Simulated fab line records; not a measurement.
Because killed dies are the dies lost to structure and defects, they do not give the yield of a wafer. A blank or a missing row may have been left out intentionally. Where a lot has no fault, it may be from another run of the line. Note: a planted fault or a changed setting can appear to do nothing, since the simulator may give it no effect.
fab line records	flow nand_harc	part 1 of 2: steps 1 to 28 of 35
record lots=5	wafers=15	last_day=33
route steps=1302 shown A_BONDPAD@1228 HYBRID_BOND@1237 THIN_TSV@1244
lots that met no fault: taken from a fault-free run of the same line
start_h: hours from the record's opening day to when the first of the lot's shown wafers began	wait_h: time in hours since the lot's previous step	" same as the row above	L1.1+2: one row covering several wafers at once	- no value present, or no start provided	* or withheld: withheld	< > ~ a bound
route shown NAME@n: a module of which the file shows steps, and the number in the route of the first	usual: mean/standard deviation of fault-free wafers	same: alike in all rows	chamber/n: place in a boat	sites: per-site readings	_std_site: their standard deviation	_edge_site: the outer-site mean with the inner-site mean subtracted	radius_mm: how far each site lies from the wafer's centre	mask NAME#n: copy n	behind: the tool/chamber that last shaped the wafer	hold: the reason the lot was held/the length of the hold in hours/how it ended	device: the n, p or np transistor that did not switch	end of line: the route-end tests of the same wafers	a step given without rows: its recipe and nothing more	killed: count of dies lost to structure and defects at first sort (not the wafer's yield)	map: shows each die of a wafer: x if killed, . if not, _ if none is there
set.NAME: the run value of the setting; set.NAME@STEP: its run value at that earlier step	model.NAME: the simulator's own value behind a step, which no gauge read
certain route steps with their lots: each step a table, each wafer a row
services: the hour from which a tool's chamber was out of use, counted from the record's first day as start_h (under 0 if before that day), plus the number of hours and why
## steps
# step NHARC_A_BONDPAD_PVD_27
# recipe target_thk_a=300	chamber_pressure_pa=5	power_w=5000	substrate_temp_c=30	time_s=20.49	material=Cu
# usual throttle_valve_pct=30.3/1.3
# same time_s=20.49
lot.wafer	tool	chamber	start_h	wait_h	throttle_valve_pct
L076.2	pvd_sputter-02	-	-	-	31.2
L076.4	"	-	"	"	28.9
L076.3	"	-	"	"	30.6
L082.3	pvd_sputter-02	-	-	-	28.0
L082.2	"	-	"	"	28.6
L082.6	"	-	"	"	29.0
L084.1	pvd_sputter-02	-	-	-	31.2
L084.6	"	-	"	"	30.4
L084.5	"	-	"	"	31.1
L092.3	pvd_sputter-01	-	-	-	32.2
L092.6	"	-	"	"	32.7
L092.5	"	-	"	"	32.5
L097.3	pvd_sputter-02	-	-	-	29.0
L097.4	"	-	"	"	30.4
L097.2	"	-	"	"	28.8
# step NHARC_A_BONDPAD_ECD_18
# recipe target_thk_a=4000	bath_temp_c=25	material=Cu
lot.wafer	tool	chamber	start_h	wait_h
L076.2+3+4	ecd_cu-01	1,0,1	546.75	-
L082.2+3+6	ecd_cu-01	0,0,1	619.23	-
L084.1+6+5	ecd_cu-01	0,0,1	632.87	-
L092.3+5+6	ecd_cu-02	0,1,0	721.10	-
L097.2+3+4	ecd_cu-02	0,1,0	750.54	-
# step NHARC_A_BONDPAD_ANNEAL_28
# recipe temp_c=225	time_s=90
# usual wafer_temp_C_max=226.3/0.46
# same time_s=90
lot.wafer	tool	chamber	start_h	wait_h	wafer_temp_C_max
L076.2	rtp_anneal-01	0	547.13	0.3	227.1
L076.3	"	0	"	"	226.4
L076.4	"	0	"	"	226.3
L082.2	rtp_anneal-02	0	619.61	0.3	225.6
L082.3	"	0	"	"	225.6
L082.6	"	0	"	"	225.9
L084.1	rtp_anneal-02	0	633.25	0.3	226.0
L084.5	"	0	"	"	225.8
L084.6	"	0	"	"	226.2
L092.3	rtp_anneal-01	0	721.43	-	226.8
L092.5	"	0	"	"	226.0
L092.6	"	0	"	"	226.8
L097.2	rtp_anneal-01	0	751.13	0.5	226.2
L097.3	"	0	"	"	226.6
L097.4	"	0	"	"	226.5
# step NHARC_A_BONDPAD_CMP_19
# recipe t_overpolish_s=30	cu_recess_touch_s=16	target_thk_nm=169.82
# usual motor_current_A=11.7/1.3	overpolish_run_s=30.000/0.0096
lot.wafer	tool	chamber	start_h	wait_h	motor_current_A	overpolish_run_s
L076.2	cmp-04	1	547.42	-	12.2	30.001
L076.4	"	3	"	"	10.4	30.000
L076.3	"	0	"	"	12.1	29.986
L082.3	cmp-04	2	619.90	-	13.5	30.014
L082.2	"	1	"	"	12.4	29.995
L082.6	"	2	"	"	12.7	30.010
L084.1	cmp-02	2	633.59	-	12.3	29.997
L084.6	"	2	"	"	12.2	30.001
L084.5	"	3	"	"	10.7	30.005
L092.3	cmp-03	2	721.76	-	11.2	29.999
L092.5	"	3	"	"	13.7	30.006
L092.6	"	0	"	"	12.5	30.006
L097.3	cmp-02	1	751.42	-	13.5	29.993
L097.2	"	2	"	"	11.8	30.005
L097.4	"	0	"	"	10.3	29.991
# step NHARC_A_BONDPAD_THK_MEAS_20
# recipe thk_meas_gauge=xrf
# usual thk_nm=170.2/1.5
lot.wafer	tool	chamber	start_h	wait_h	thk_nm
L076.2	film_metro-02	-	547.75	-	169.1
L076.3	"	-	"	"	170.4
L076.4	"	-	"	"	167.2
L082.2	film_metro-01	-	620.23	-	171.1
L082.3	"	-	"	"	172.1
L082.6	"	-	"	"	172.1
L084.1	film_metro-02	-	633.92	-	171.8
L084.5	"	-	"	"	167.2
L084.6	"	-	"	"	171.6
L092.3	film_metro-02	-	722.00	-	170.0
L092.5	"	-	"	"	170.3
L092.6	"	-	"	"	170.3
L097.2	film_metro-02	-	751.75	-	171.6
L097.3	"	-	"	"	171.6
L097.4	"	-	"	"	167.9
# step NHARC_A_BONDPAD_SRD_21
# recipe time_s=30	temp_c=23	dry_time_s=20	spin_rpm=1500
# same time_s=30
lot.wafer	tool	chamber	start_h	wait_h
L076.4+2+3	wet_bench-10	7,0,1	547.80	0.1
L082.2+3+6	wet_bench-08	2,3,4	620.27	0.0
L084.1+5+6	wet_bench-08	7,0,1	633.96	0.0
L092.6+5+3	wet_bench-10	3,6,7	722.04	0.0
L097.3+2+4	wet_bench-08	2,5,7	751.79	0.0
# step NHARC_A_BONDPAD_INSPECT_23
# usual raw_defect_count=562/120
lot.wafer	tool	chamber	start_h	wait_h	raw_defect_count
L076.2	defect_inspect-01	-	547.97	0.0	911
L076.3	"	-	"	"	808
L076.4	"	-	"	"	577
L082.2	defect_inspect-02	-	620.45	0.0	749
L082.3	"	-	"	"	688
L082.6	"	-	"	"	557
L084.1	defect_inspect-02	-	634.15	0.0	616
L084.5	"	-	"	"	728
L084.6	"	-	"	"	586
L092.3	defect_inspect-02	-	722.24	0.0	436
L092.5	"	-	"	"	470
L092.6	"	-	"	"	400
L097.2	defect_inspect-01	-	751.95	0.0	631
L097.3	"	-	"	"	548
L097.4	"	-	"	"	602
# step NHARC_HYBRID_BOND_ACTIVATE_00
# recipe time_s=60	n2_flow_sccm=200	ar_flow_sccm=0	bias_power_w=0	chemistry=N2
# usual drypump_motor_current_A=5.9/0.49	oes_product_au=1.001/0.014	rf_vpp_V=64.3/0.83	showerhead_plenum_p_Torr=1.78/0.042
# same bias_power_w=0	time_s=60
lot.wafer	tool	chamber	start_h	wait_h	drypump_motor_current_A	oes_product_au	rf_hours_counter_h	rf_vpp_V	showerhead_plenum_p_Torr
L076.4	rie_diel-09	2	548.03	0.1	5.5	1.020	14	65.6	1.78
L076.3	"	0	"	"	5.3	0.990	12	62.6	1.76
L076.2	"	1	"	"	5.5	0.993	12	65.3	1.83
L082.3	rie_diel-12	3	620.51	0.1	5.3	1.022	62	64.4	1.71
L082.2	"	2	"	"	5.8	1.023	59	64.1	1.71
L082.6	"	0	"	"	6.7	1.005	-	64.8	1.63
L084.1	rie_diel-07	2	634.23	0.1	6.6	0.995	14	65.4	1.78
L084.5	"	0	"	"	5.5	1.013	-	64.6	1.81
L084.6	"	1	"	"	5.4	1.011	-	63.1	1.78
L092.3	rie_diel-07	2	722.31	0.1	6.6	1.003	7	64.1	1.77
L092.5	"	1	"	"	5.4	0.982	-	64.0	1.78
L092.6	"	2	"	"	6.6	0.985	-	64.5	1.77
L097.3	rie_diel-07	0	752.03	0.1	5.5	1.006	9	65.0	1.81
L097.4	"	1	"	"	5.4	0.974	9	64.4	1.78
L097.2	"	2	"	"	6.6	0.987	9	63.6	1.77
# step NHARC_HYBRID_BOND_PRECLEAN_01
# recipe time_s=300	temp_c=23	chemistry=DIW
# same time_s=300
lot.wafer	tool	chamber	start_h	wait_h
L076.3+4+2	wet_bench-10	3,4,7	548.20	0.1
L082.6+2+3	wet_bench-10	5,7,0	620.69	0.1
L084.6+5+1	wet_bench-10	6,1,2	634.36	0.1
L092.5+6+3	wet_bench-10	0,2,3	722.46	0.1
L097.2+4+3	wet_bench-08	4,7,0	752.17	0.1
# step NHARC_HYBRID_BOND_SRD_02
# recipe time_s=30	temp_c=23	dry_time_s=20	spin_rpm=1500
# same time_s=30
lot.wafer	tool	chamber	start_h	wait_h
L076.3+4+2	wet_bench-10	3,4,7	-	-
L082.6+2+3	wet_bench-10	5,7,0	-	-
L084.6+5+1	wet_bench-10	6,1,2	-	-
L092.5+6+3	wet_bench-10	0,2,3	-	-
L097.2+4+3	wet_bench-08	4,7,0	-	-
# step NHARC_HYBRID_BOND_BOND_03
# recipe temp_c=25
# usual bond_chuck_temp_C=24.98/0.11
lot.wafer	tool	chamber	start_h	wait_h	bond_chuck_temp_C
L076.2	wafer_bonder-01	0	548.60	-	25.07
L076.3	"	0	"	"	24.91
L076.4	"	0	"	"	24.92
L082.2	wafer_bonder-01	0	621.08	-	24.99
L082.3	"	0	"	"	25.21
L082.6	"	0	"	"	24.91
L084.1	wafer_bonder-01	0	634.62	-	24.88
L084.5	"	0	"	"	24.88
L084.6	"	0	"	"	24.94
L092.3	wafer_bonder-01	0	723.00	-	25.02
L092.5	"	0	"	"	25.02
L092.6	"	0	"	"	24.96
L097.2	wafer_bonder-01	0	752.57	-	25.11
L097.3	"	0	"	"	24.91
L097.4	"	0	"	"	25.01
# step NHARC_HYBRID_BOND_ANNEAL_04
# recipe temp_c=300	time_s=7200	ramp_up_c_per_min=5	ramp_down_c_per_min=3	idle_temp_c=100	pressure_atm=1
# usual zone_power_centre_pct=3.05/0.24
# same time_s=7200
lot.wafer	tool	chamber	start_h	wait_h	zone_power_centre_pct
L076.2	furnace-04	0	554.13	5.4	3.11
L076.3	"	0	"	"	3.16
L076.4	"	0	"	"	3.13
L082.2	furnace-04	0	627.17	5.9	3.08
L082.3	"	0	"	"	3.12
L082.6	"	0	"	"	3.17
L084.1	furnace-04	0	640.71	5.9	3.10
L084.5	"	0	"	"	3.09
L084.6	"	0	"	"	3.14
L092.3	furnace-04	0	729.15	6.0	3.12
L092.5	"	0	"	"	3.08
L092.6	"	0	"	"	3.10
L097.2	furnace-06	0	756.99	4.3	2.68
L097.3	"	0	"	"	2.76
L097.4	"	0	"	"	2.70
# step NHARC_HYBRID_BOND_OVL_MEAS_05
# usual overlay_x_nm=-5/33	overlay_y_nm=3/32
lot.wafer	tool	chamber	start_h	wait_h	overlay_x_nm	overlay_y_nm
L076.2	overlay-01	-	558.84	0.4	15	-37
L076.3	"	-	"	"	-18	21
L076.4	"	-	"	"	-50	-21
L082.2	overlay-02	-	631.88	0.4	59	3
L082.3	"	-	"	"	9	-6
L082.6	"	-	"	"	11	31
L084.1	overlay-01	-	645.41	0.4	-46	41
L084.5	"	-	"	"	-111	-3
L084.6	"	-	"	"	12	-72
L092.3	overlay-02	-	733.92	0.4	5	-18
L092.5	"	-	"	"	-17	39
L092.6	"	-	"	"	-2	10
L097.2	overlay-02	-	761.74	0.4	-35	-2
L097.3	"	-	"	"	-4	4
L097.4	"	-	"	"	-3	11
# step NHARC_HYBRID_BOND_INSPECT_06
# recipe inspect_instrument=ir_void
# usual raw_defect_count=86/38
lot.wafer	tool	chamber	start_h	wait_h	raw_defect_count
L076.2	defect_inspect-02	-	558.89	0.1	25
L076.3	"	-	"	"	21
L076.4	"	-	"	"	23
L082.2	defect_inspect-01	-	631.93	0.1	97
L082.3	"	-	"	"	81
L082.6	"	-	"	"	67
L084.1	defect_inspect-02	-	645.46	0.0	144
L084.5	"	-	"	"	129
L084.6	"	-	"	"	125
L092.3	defect_inspect-01	-	733.97	0.1	76
L092.5	"	-	"	"	63
L092.6	"	-	"	"	70
L097.2	defect_inspect-01	-	761.79	0.1	67
L097.3	"	-	"	"	79
L097.4	"	-	"	"	54
# step NHARC_THIN_TSV_GRIND_00
# recipe target_thk_um=6
# usual motor_current_A=12.001/0.022
lot.wafer	tool	chamber	start_h	wait_h	motor_current_A
L076.2	grinder-01	0	576.20	17.3	11.999
L076.3	"	0	"	"	12.001
L076.4	"	0	"	"	12.009
L082.2	grinder-01	0	632.28	0.3	11.976
L082.3	"	0	"	"	11.977
L082.6	"	0	"	"	12.017
L084.1	grinder-01	0	645.61	0.1	11.970
L084.5	"	0	"	"	12.025
L084.6	"	0	"	"	11.987
L092.3	grinder-01	0	734.52	0.5	12.024
L092.5	"	0	"	"	12.010
L092.6	"	0	"	"	12.049
L097.2	grinder-01	0	762.14	0.3	11.996
L097.3	"	0	"	"	12.008
L097.4	"	0	"	"	11.961
# step NHARC_THIN_TSV_CMP_01
# recipe target_thk_um=3
# usual motor_current_A=11.8/1.2
lot.wafer	tool	chamber	start_h	wait_h	motor_current_A
L076.2	cmp-02	1	577.22	0.8	13.8
L076.4	"	2	"	"	12.3
L076.3	"	3	"	"	10.0
L082.3	cmp-02	2	633.31	0.6	11.7
L082.2	"	3	"	"	10.6
L082.6	"	2	"	"	12.3
L084.1	cmp-02	3	646.85	1.0	10.0
L084.6	"	3	"	"	9.8
L084.5	"	0	"	"	9.8
L092.3	cmp-02	2	735.43	0.7	12.1
L092.6	"	3	"	"	10.1
L092.5	"	0	"	"	9.9
L097.2	cmp-01	1	763.18	0.8	13.7
L097.3	"	2	"	"	12.5
L097.4	"	3	"	"	11.4
# step NHARC_THIN_TSV_THK_MEAS_02
# recipe thk_meas_gauge=ir
# usual thk_nm=3020/200
lot.wafer	tool	chamber	start_h	wait_h	thk_nm
L076.2	film_metro-02	-	577.49	-	3061
L076.3	"	-	"	"	3170
L076.4	"	-	"	"	3445
L082.2	film_metro-01	-	633.57	-	3009
L082.3	"	-	"	"	2799
L082.6	"	-	"	"	3056
L084.1	film_metro-01	-	647.11	-	3180
L084.5	"	-	"	"	2982
L084.6	"	-	"	"	3098
L092.3	film_metro-02	-	735.62	-	2958
L092.5	"	-	"	"	3108
L092.6	"	-	"	"	3216
L097.2	film_metro-02	-	763.42	-	2655
L097.3	"	-	"	"	2898
L097.4	"	-	"	"	2833
# step NHARC_THIN_TSV_SRD_03
lot.wafer	tool	chamber	start_h	wait_h
L076.4+3+2	wet_bench-08	7,0,4	577.53	0.0
L082.3+2+6	wet_bench-08	4,5,6	633.62	0.0
L084.5+6+1	wet_bench-10	0,1,2	647.16	0.0
L092.6+3+5	wet_bench-08	6,7,2	735.67	0.0
L097.4+3+2	wet_bench-10	3,4,5	763.46	0.0
# step NHARC_THIN_TSV_PRECLEAN_41
# recipe time_s=*	temp_c=50	bath_age_min=0	chemistry=SC1
# same time_s=*
lot.wafer	tool	chamber	start_h	wait_h
L076.4+3+2	wet_bench-08	7,0,4	577.55	0.0
L082.3+2+6	wet_bench-08	4,5,6	633.64	0.0
L084.5+6+1	wet_bench-10	0,1,2	647.18	0.0
L092.6+3+5	wet_bench-08	6,7,2	735.71	0.0
L097.4+3+2	wet_bench-10	3,4,5	763.48	0.0
# step NHARC_THIN_TSV_SRD_42
lot.wafer	tool	chamber	start_h	wait_h
L076.4+3+2	wet_bench-08	7,0,4	-	-
L082.3+2+6	wet_bench-08	4,5,6	-	-
L084.5+6+1	wet_bench-10	0,1,2	-	-
L092.6+3+5	wet_bench-08	6,7,2	-	-
L097.4+3+2	wet_bench-10	3,4,5	-	-
# step NHARC_THIN_TSV_DEP_43
# recipe target_thk_a=13285	temp_c=withheld	pressure_torr=6.5	rf_w=900	teos_flow_sccm=161.4	flow_sccm=2650	target_thk_nm=1328.5	gas=O2	material=SiO2
# usual chamber_pressure_Torr=6.499/0.015	flow_sccm=2650/8.1	throttle_valve_pct=16.1/0.48
lot.wafer	tool	chamber	start_h	wait_h	chamber_pressure_Torr	flow_sccm	throttle_valve_pct
L076.2	pecvd-01	2	577.71	-	6.507	2649	16.7
L076.3	"	1	"	"	6.506	2649	16.3
L076.4	"	0	"	"	6.494	2638	15.9
L082.3	pecvd-03	2	634.01	-	6.516	2636	15.7
L082.2	"	1	"	"	6.489	2631	15.8
L082.6	"	0	"	"	6.483	2666	15.8
L084.1	pecvd-01	1	647.42	-	6.502	2654	16.6
L084.6	"	2	"	"	6.481	2640	16.5
L084.5	"	0	"	"	6.480	2652	16.3
L092.3	pecvd-04	0	736.08	-	6.493	2637	15.4
L092.6	"	1	"	"	6.508	2652	17.1
L092.5	"	0	"	"	6.489	2649	15.4
L097.3	pecvd-04	1	763.64	-	6.496	2648	17.2
L097.2	"	0	"	"	6.499	2645	15.7
L097.4	"	1	"	"	6.500	2658	17.3
# step NHARC_THIN_TSV_DEHYDRATE_04
# recipe temp_c=150	time_s=120
# usual exhaust_pa=44.9/0.99	resist_line_temp_C=23.02/0.1
# same time_s=120
lot.wafer	tool	chamber	start_h	wait_h	exhaust_pa	resist_line_temp_C
L076.2	litho_track-07	0	578.11	-	45.1	23.08
L076.3	"	0	"	"	45.3	23.12
L076.4	"	0	"	"	45.1	23.17
L082.2	litho_track-03	0	634.41	-	44.7	23.09
L082.3	"	0	"	"	46.2	22.94
L082.6	"	0	"	"	45.5	22.96
L084.1	litho_track-02	0	647.77	-	45.5	23.02
L084.5	"	0	"	"	46.1	23.12
L084.6	"	0	"	"	44.3	23.10
L092.3	litho_track-07	0	736.42	0.3	46.4	22.88
L092.5	"	0	"	"	45.0	22.96
L092.6	"	0	"	"	46.4	22.89
L097.2	litho_track-02	0	764.05	-	44.2	22.88
L097.3	"	0	"	"	44.4	22.88
L097.4	"	0	"	"	45.7	23.02
# step NHARC_THIN_TSV_HMDS_05
# recipe time_s=30
# usual exhaust_pa=45.0/1	resist_line_temp_C=22.99/0.096
# same time_s=30
lot.wafer	tool	chamber	start_h	wait_h	exhaust_pa	resist_line_temp_C
L076.2	litho_track-07	0	-	-	44.1	23.02
L076.3	"	0	"	"	44.0	22.95
L076.4	"	0	"	"	44.0	22.97
L082.2	litho_track-03	0	-	-	46.6	22.90
L082.3	"	0	"	"	44.2	23.00
L082.6	"	0	"	"	44.9	22.99
L084.1	litho_track-02	0	-	-	44.8	22.88
L084.5	"	0	"	"	45.1	23.00
L084.6	"	0	"	"	47.1	22.98
L092.3	litho_track-07	0	-	-	43.4	22.92
L092.5	"	0	"	"	43.9	22.90
L092.6	"	0	"	"	45.5	22.98
L097.2	litho_track-02	0	-	-	45.7	22.88
L097.3	"	0	"	"	45.4	22.96
L097.4	"	0	"	"	43.7	22.94
# step NHARC_THIN_TSV_COAT_06
# recipe spin_rpm=*
# usual exhaust_pa=45.0/0.91	resist_line_temp_C=22.99/0.1	spin_speed_rpm=*
lot.wafer	tool	chamber	start_h	wait_h	exhaust_pa	resist_line_temp_C	spin_speed_rpm
L076.2	litho_track-07	0	-	-	45.4	22.77	*
L076.3	"	0	"	"	47.1	23.16	*
L076.4	"	0	"	"	46.5	22.99	*
L082.2	litho_track-03	0	-	-	43.4	22.97	*
L082.3	"	0	"	"	45.9	22.92	*
L082.6	"	0	"	"	43.5	23.06	*
L084.1	litho_track-02	0	-	-	45.6	22.88	*
L084.5	"	0	"	"	46.6	22.92	*
L084.6	"	0	"	"	44.0	22.93	*
L092.3	litho_track-07	0	-	-	45.3	23.00	*
L092.5	"	0	"	"	45.7	23.07	*
L092.6	"	0	"	"	45.3	23.01	*
L097.2	litho_track-02	0	-	-	45.1	22.95	*
L097.3	"	0	"	"	44.6	23.04	*
L097.4	"	0	"	"	44.2	22.89	*
# step NHARC_THIN_TSV_SOFTBAKE_07
# recipe temp_c=122	time_s=95
# usual exhaust_pa=45.1/0.77	resist_line_temp_C=23.01/0.1
# same time_s=95
lot.wafer	tool	chamber	start_h	wait_h	exhaust_pa	resist_line_temp_C
L076.2	litho_track-07	0	-	-	46.0	22.98
L076.3	"	0	"	"	44.6	22.96
L076.4	"	0	"	"	45.1	22.92
L082.2	litho_track-03	0	-	-	45.5	23.04
L082.3	"	0	"	"	46.3	23.09
L082.6	"	0	"	"	45.7	23.04
L084.1	litho_track-02	0	-	-	44.6	23.03
L084.5	"	0	"	"	44.5	23.07
L084.6	"	0	"	"	44.6	22.99
L092.3	litho_track-07	0	-	-	44.3	23.00
L092.5	"	0	"	"	44.5	23.00
L092.6	"	0	"	"	44.5	22.94
L097.2	litho_track-02	0	-	-	44.8	22.90
L097.3	"	0	"	"	45.2	23.02
L097.4	"	0	"	"	45.3	22.93
# step NHARC_THIN_TSV_EBR_08
# usual exhaust_pa=45.1/0.96	resist_line_temp_C=23.00/0.096
lot.wafer	tool	chamber	start_h	wait_h	exhaust_pa	resist_line_temp_C
L076.2	litho_track-07	0	-	-	45.7	23.05
L076.3	"	0	"	"	44.7	23.02
L076.4	"	0	"	"	44.7	23.21
L082.2	litho_track-03	0	-	-	45.0	23.22
L082.3	"	0	"	"	46.2	23.30
L082.6	"	0	"	"	45.5	23.14
L084.1	litho_track-02	0	-	-	45.4	23.03
L084.5	"	0	"	"	45.7	23.04
L084.6	"	0	"	"	43.3	22.87
L092.3	litho_track-07	0	-	-	46.9	22.94
L092.5	"	0	"	"	46.0	23.12
L092.6	"	0	"	"	44.8	22.95
L097.2	litho_track-02	0	-	-	44.9	22.96
L097.3	"	0	"	"	44.9	22.93
L097.4	"	0	"	"	46.4	23.01
# step NHARC_THIN_TSV_EXPOSE_09
# recipe na=0.55	dose_mj=30.7	mask_id=TSV
lot.wafer	tool	chamber	start_h	wait_h	mask
L076.2+3+4	krf_scanner-02	0	578.39	-	TSV#0
L082.2+3+6	krf_scanner-01	0	634.68	-	TSV#0
L084.1+5+6	krf_scanner-04	0	648.04	-	TSV#0
L092.3+5+6	krf_scanner-02	0	736.70	-	TSV#0
L097.2+3+4	krf_scanner-02	0	764.32	-	TSV#0
# step NHARC_THIN_TSV_PEB_10
# recipe peb_temp_c=118	peb_time_s=85
# usual exhaust_pa=45.1/0.96	resist_line_temp_C=22.98/0.11
lot.wafer	tool	chamber	start_h	wait_h	exhaust_pa	resist_line_temp_C
L076.2	litho_track-07	0	578.45	0.1	44.8	23.18
L076.3	"	0	"	"	43.1	23.02
L076.4	"	0	"	"	44.6	23.05
L082.2	litho_track-03	0	634.75	0.1	44.9	22.98
L082.3	"	0	"	"	45.8	23.03
L082.6	"	0	"	"	45.5	23.05
L084.1	litho_track-02	0	648.10	0.1	44.2	23.02
L084.5	"	0	"	"	44.3	23.02
L084.6	"	0	"	"	44.7	23.01
L092.3	litho_track-07	0	736.76	0.1	44.7	22.76
L092.5	"	0	"	"	45.0	22.98
L092.6	"	0	"	"	45.3	23.00
L097.2	litho_track-07	0	764.38	0.1	45.4	23.03
L097.3	"	0	"	"	45.3	23.16
L097.4	"	0	"	"	45.4	23.08
